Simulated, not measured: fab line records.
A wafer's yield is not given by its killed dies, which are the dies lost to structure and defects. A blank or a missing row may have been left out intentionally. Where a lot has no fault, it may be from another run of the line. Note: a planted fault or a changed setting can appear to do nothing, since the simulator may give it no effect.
Chamber matching -- flow nand-harc -- 3 sister chambers for NHARC_THIN_TSV_DEP_47 on pecvd-04
The step deposits SiO2, target thk 200 nm. 6 wafers are shown with their chamber, then 8 later ones without.

== WAFERS, EACH WITH ITS CHAMBER ==
wafer,chamber,throttle-valve-pct (%),chamber-pressure-Torr (Torr)
L791.1,1,16.9,6.487
L791.3,0,15.9,6.498
L793.1,0,15.7,6.470
L793.2,2,15.1,6.519
L793.6,2,15.2,6.491
L795.3,1,16.9,6.517

== WAFERS MISSING THEIR CHAMBER ==
wafer,throttle-valve-pct (%),chamber-pressure-Torr (Torr)
L795.4,15.3,6.510
L795.5,15.7,6.504
L798.2,17.2,6.500
L798.3,15.3,6.495
L798.4,15.5,6.509
L800.1,17.1,6.525
L800.3,15.4,6.505
L800.5,15.3,6.488

== EACH ONE'S CHAMBER ==
wafer,from the rows above,in truth
L795.4,2,2
L795.5,0,0
L798.2,1,1
L798.3,2,2
L798.4,can't be placed: 0 or 2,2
L800.1,1,1
L800.3,can't be placed: 2 or 0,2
L800.5,2,2
Placed correctly: 6 of 8. Not placeable from these rows: 2 (in 2, the candidates include the true chamber). 0 placed wrongly.
How it was worked out, from the rows above alone: a wafer's distance from a chamber is the root of the sum, over the readings, of the square of ((its reading less the chamber's mean) divided by the reading's scatter). The wafer belongs to the nearest chamber; if the next one is less than 2 further off, it can't be placed. A chamber's mean is the mean of its shown wafers. The scatter is the square root of a quotient: the sum, over the shown wafers, of each reading's squared deviation from its chamber's mean, divided by wafers minus chambers.
